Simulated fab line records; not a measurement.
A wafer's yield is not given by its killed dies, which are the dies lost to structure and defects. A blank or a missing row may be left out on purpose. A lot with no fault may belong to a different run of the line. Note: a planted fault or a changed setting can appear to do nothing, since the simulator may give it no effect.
Matching of chambers | flow nand harc | rie diel-09 running NHARC_P_M1_DESCUM_14: 4 sister chambers
The step chemistry O2, time 3 s. 4 wafers are shown with their chamber, then 7 later ones without.

== WAFERS WITH THEIR CHAMBER ==
wafer  | chamber | oes product au (a.u.)
L875.5 | 0       | 1.004
L879.3 | 1       | 1.006
L880.1 | 2       | 1.000
L880.2 | 3       | 0.990

== WAFERS WITHOUT THEIR CHAMBER ==
wafer  | oes product au (a.u.)
L880.6 | 0.981
L882.2 | 0.993
L882.3 | 1.004
L882.4 | 0.991
L887.1 | 1.002
L887.2 | 0.997
L887.3 | 1.011

== WHICH CHAMBER EACH WENT THROUGH ==
wafer  | from the rows above               | in truth
L880.6 | 3                                 | 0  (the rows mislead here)
L882.2 | can't be placed: 3 or 2 or 0      | 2
L882.3 | can't be placed: 0 or 1 or 2      | 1
L882.4 | can't be placed: 3 or 2           | 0
L887.1 | can't be placed: 0 or 2 or 1      | 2
L887.2 | can't be placed: 2 or 0 or 3 or 1 | 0
L887.3 | can't be placed: 1 or 0 or 2      | 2
Placed correctly: 0 of 7. From these rows, 6 cannot be placed; in 5 the true chamber is one of the candidates. Number placed wrongly: 1.
How it was worked out, from the rows above alone: a wafer's distance from a chamber is the root of the sum, over the readings, of the square of ((its reading less the chamber's mean) divided by the reading's scatter). If the next closest chamber is less than 2 further off than the closest, the wafer can't be placed; otherwise it belongs to the closest. For every chamber, the mean is computed from those of its wafers that are shown. The scatter: root of mean squared gap, hidden wafer to nearest shown wafer, with one shown wafer a chamber.
